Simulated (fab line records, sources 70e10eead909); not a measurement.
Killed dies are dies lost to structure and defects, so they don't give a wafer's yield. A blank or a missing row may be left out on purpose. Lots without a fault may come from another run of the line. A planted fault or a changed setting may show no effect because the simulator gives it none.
Which tool did it? | flow nand_harc | 12 lots, 36 wafers sampled, at 6 steps of a route of 1302

WHAT THE GAUGES READ, wafer by wafer
NHARC_A_DECK1_JOINT_INSPECT_05. Usual: raw_defect_count 319, standard deviation 120.
lot  | measured     | on                | raw_defect_count | flag
L761 | day 12 19:29 | defect_inspect-01 | 457 323 580      |
L763 | day 13 05:38 | defect_inspect-01 | 440 369 438      |
L762 | day 13 05:37 | defect_inspect-02 | 329 366 645      |
L769 | day 15 22:37 | defect_inspect-02 | 264 238 254      |
L770 | day 16 04:24 | defect_inspect-01 | 164 165 438      |
L774 | day 18 07:10 | defect_inspect-02 | 163 258 173      |
L777 | day 19 11:17 | defect_inspect-01 | 338 363 555      |
L776 | day 19 11:16 | defect_inspect-02 | 228 221 269      |
L778 | day 19 21:58 | defect_inspect-02 | 601 306 379      |
L780 | day 21 08:04 | defect_inspect-01 | 307 388 304      |
L782 | day 22 07:22 | defect_inspect-01 | 235 169 177      |
L783 | day 22 05:43 | defect_inspect-01 | 135 208 324      |

NHARC_A_ONON_D2_THK_MEAS_27: measures by ellipsometry. Usual: thk_nm 1000 nm, standard deviation 10.
lot  | measured     | on            | thk_nm (nm)    | flag
L761 | day 13 07:28 | film_metro-01 | 1008 1008 1005 |
L763 | day 13 17:30 | film_metro-01 | 1007 1006 1005 |
L762 | day 13 17:29 | film_metro-01 | 1010 1011 1010 |
L769 | day 16 11:16 | film_metro-02 | 452 451 450    | OFF
L770 | day 16 17:26 | film_metro-01 | 439 440 440    | OFF
L774 | day 18 19:44 | film_metro-02 | 1003 1001 1001 |
L777 | day 19 23:35 | film_metro-02 | 992 992 994    |
L776 | day 19 23:32 | film_metro-01 | 999 996 997    |
L778 | day 20 10:13 | film_metro-02 | 988 985 988    |
L780 | day 21 19:59 | film_metro-01 | 998 998 999    |
L782 | day 22 17:36 | film_metro-01 | 983 984 983    |
L783 | day 22 17:36 | film_metro-01 | 1007 1008 1008 |

NHARC_END_SORT_01. Usual: killed_at_array 53, standard deviation 18; killed_at_other 0.8, standard deviation 1.1; killed_at_periphery 4.1, standard deviation 2.7; killed_dies 58, standard deviation 18; killed_open 3.1, standard deviation 1.7; killed_short 2.7, standard deviation 1.7.
lot  | measured     | on        | killed_at_array | killed_at_other | killed_at_periphery | killed_dies | killed_open | killed_short | flag
L769 | day 28 12:13 | prober-02 | 672 670 672     | 1 0 0           | 4 7 5               | 677 677 677 | 3 5 5       | 3 0 4        | OFF
L770 | day 28 19:38 | prober-02 | 671 673 675     | 1 1 1           | 5 3 1               | 677 677 677 | 5 3 1       | 5 5 2        | OFF

WHICH TOOL RAN EACH LOT (tool, then ch and the chambers of the sampled wafers, then the start)
lot  | NHARC_A_DECK1_JOINT_ETCHBACK_00  | NHARC_A_DECK1_JOINT_DEP_16      | NHARC_A_ONON_D2_DEP_25
L761 | rie_si-01 ch 0,2, day 11 20:01   | pecvd-01 ch 0,1,2, day 12 19:10 | pecvd_onon-03 ch 0, day 13 06:57
L763 | rie_si-06 ch 0,1, day 12 04:38   | pecvd-03 ch 0,2, day 13 05:20   | pecvd_onon-02 ch 0, day 13 16:59
L762 | rie_si-05 ch 0,2, day 12 04:41   | pecvd-04 ch 0,2, day 13 05:19   | pecvd_onon-03 ch 0, day 13 16:58
L769 | rie_si-01 ch 0,1,3, day 15 00:47 | pecvd-01 ch 0,1, day 15 22:22   | pecvd_onon-03 ch 0, day 16 10:49
L770 | rie_si-01 ch 0,1,3, day 15 07:58 | pecvd-03 ch 0,1, day 16 04:05   | pecvd_onon-03 ch 0, day 16 16:56
L774 | rie_si-01 ch 1,3, day 17 05:03   | pecvd-01 ch 1,2, day 18 06:51   | pecvd_onon-01 ch 0, day 18 19:13
L777 | rie_si-05 ch 1,2,3, day 18 11:50 | pecvd-01 ch 0,2, day 19 10:59   | pecvd_onon-02 ch 0, day 19 23:05
L776 | rie_si-01 ch 0,2,3, day 18 16:13 | pecvd-03 ch 0,1,2, day 19 10:57 | pecvd_onon-03 ch 0, day 19 23:02
L778 | rie_si-05 ch 2,3, day 19 01:28   | pecvd-01 ch 0,1,2, day 19 21:39 | pecvd_onon-03 ch 0, day 20 09:50
L780 | rie_si-05 ch 0,2,3, day 20 05:20 | pecvd-03 ch 0,1, day 21 07:44   | pecvd_onon-01 ch 0, day 21 19:28
L782 | rie_si-05 ch 1,2,3, day 20 18:53 | pecvd-01 ch 1,2, day 22 07:02   | pecvd_onon-02 ch 0, day 22 17:10
L783 | rie_si-01 ch 2,3, day 21 02:43   | pecvd-03 ch 0,1, day 22 05:25   | pecvd_onon-03 ch 0, day 22 17:09
- NHARC_A_DECK1_JOINT_ETCHBACK_00: etches the open film in HBr, target depth 30 nm, time 17.4 s.
- NHARC_A_DECK1_JOINT_DEP_16: deposits SiO2, target thk 45 nm.
- NHARC_A_ONON_D2_DEP_25: target thk 1000 nm.

WHAT THE TOOLS THEMSELVES READ (means of the sampled wafers that have a number; where no wafer has one, the mark that the record gives instead)
NHARC_A_DECK1_JOINT_ETCHBACK_00. Usual: drypump_motor_current_A 5.9 A, standard deviation 0.45; oes_product_au 0.997 a.u., standard deviation 0.011; throttle_valve_pct 23.266 %, standard deviation 0.01.
lot  | tool      | drypump_motor_current_A (A) | oes_product_au (a.u.) | throttle_valve_pct (%) | flag
L761 | rie_si-01 | 6.3                         | 1.016                 | 23.276                 |
L763 | rie_si-06 | 6.4                         | 0.984                 | 23.265                 |
L762 | rie_si-05 | 5.8                         | 0.989                 | 23.260                 |
L769 | rie_si-01 | 6.1                         | 0.998                 | 23.268                 |
L770 | rie_si-01 | 6.1                         | 0.996                 | 23.267                 |
L774 | rie_si-01 | 6.0                         | 0.980                 | 23.255                 |
L777 | rie_si-05 | 5.7                         | 1.002                 | 23.271                 |
L776 | rie_si-01 | 6.2                         | 0.997                 | 23.268                 |
L778 | rie_si-05 | 5.5                         | 0.997                 | 23.266                 |
L780 | rie_si-05 | 5.7                         | 0.995                 | 23.264                 |
L782 | rie_si-05 | 5.7                         | 1.006                 | 23.266                 |
L783 | rie_si-01 | 6.2                         | 0.986                 | 23.256                 |

NHARC_A_DECK1_JOINT_DEP_16. Usual: heater_power_w 518 W, standard deviation 100; susceptor_temp_C 400.01 C, standard deviation 0.23; throttle_valve_pct 15.8 %, standard deviation 0.56.
lot  | tool     | heater_power_w (W) | susceptor_temp_C (C) | throttle_valve_pct (%) | flag
L761 | pecvd-01 | 505                | 399.79               | 16.5                   |
L763 | pecvd-03 | 502                | 400.17               | 15.2                   |
L762 | pecvd-04 | 496                | 399.80               | 15.6                   |
L769 | pecvd-01 | 461                | 400.13               | 16.2                   |
L770 | pecvd-03 | 515                | 400.17               | 16.1                   |
L774 | pecvd-01 | 559                | 399.96               | 16.4                   |
L777 | pecvd-01 | 595                | 399.96               | 16.4                   |
L776 | pecvd-03 | 558                | 399.86               | 15.3                   |
L778 | pecvd-01 | 570                | 400.07               | 16.3                   |
L780 | pecvd-03 | 455                | 399.93               | 15.6                   |
L782 | pecvd-01 | 483                | 399.71               | 16.0                   |
L783 | pecvd-03 | 488                | 400.04               | 15.6                   |

NHARC_A_ONON_D2_DEP_25. Usual: susceptor_temp_C 399.96 C, standard deviation 0.19.
lot  | tool          | susceptor_temp_C (C) | flag
L761 | pecvd_onon-03 | 399.93               |
L763 | pecvd_onon-02 | 400.04               |
L762 | pecvd_onon-03 | 399.93               |
L769 | pecvd_onon-03 | 400.05               |
L770 | pecvd_onon-03 | 399.78               |
L774 | pecvd_onon-01 | 400.13               |
L777 | pecvd_onon-02 | 399.97               |
L776 | pecvd_onon-03 | 400.13               |
L778 | pecvd_onon-03 | 400.10               |
L780 | pecvd_onon-01 | 399.86               |
L782 | pecvd_onon-02 | 399.90               |
L783 | pecvd_onon-03 | 400.01               |

THE ANSWER, worked out from the rows above alone
Rule: a lot is off if the mean of its wafers that have a number lies more than 3 standard deviations from the usual mean. A lot without any number at a reading at which 4 lots or more have one is off too. The other lots that the step has rows for count as sound. The gauges are gone through in route order, then the tools' own readings, and for those a lot's mean is taken as printed above. The first step at which some lot is off is used, and at that step the reading that is off furthest; a lot without a number counts as furthest.
Off: L769, L770, at NHARC_A_ONON_D2_THK_MEAS_27 (thk_nm).
A tool fits if, at a process step before that reading, it ran every lot that is off, and no sound lot after the first of them. The gauges at NHARC_A_ONON_D2_THK_MEAS_27 aren't tried: what is off there is off at NHARC_END_SORT_01 too, on other tools, and a gauge's error can't cause that. None of those tried fits.

WHAT THE SIMULATOR HAD PUT IN
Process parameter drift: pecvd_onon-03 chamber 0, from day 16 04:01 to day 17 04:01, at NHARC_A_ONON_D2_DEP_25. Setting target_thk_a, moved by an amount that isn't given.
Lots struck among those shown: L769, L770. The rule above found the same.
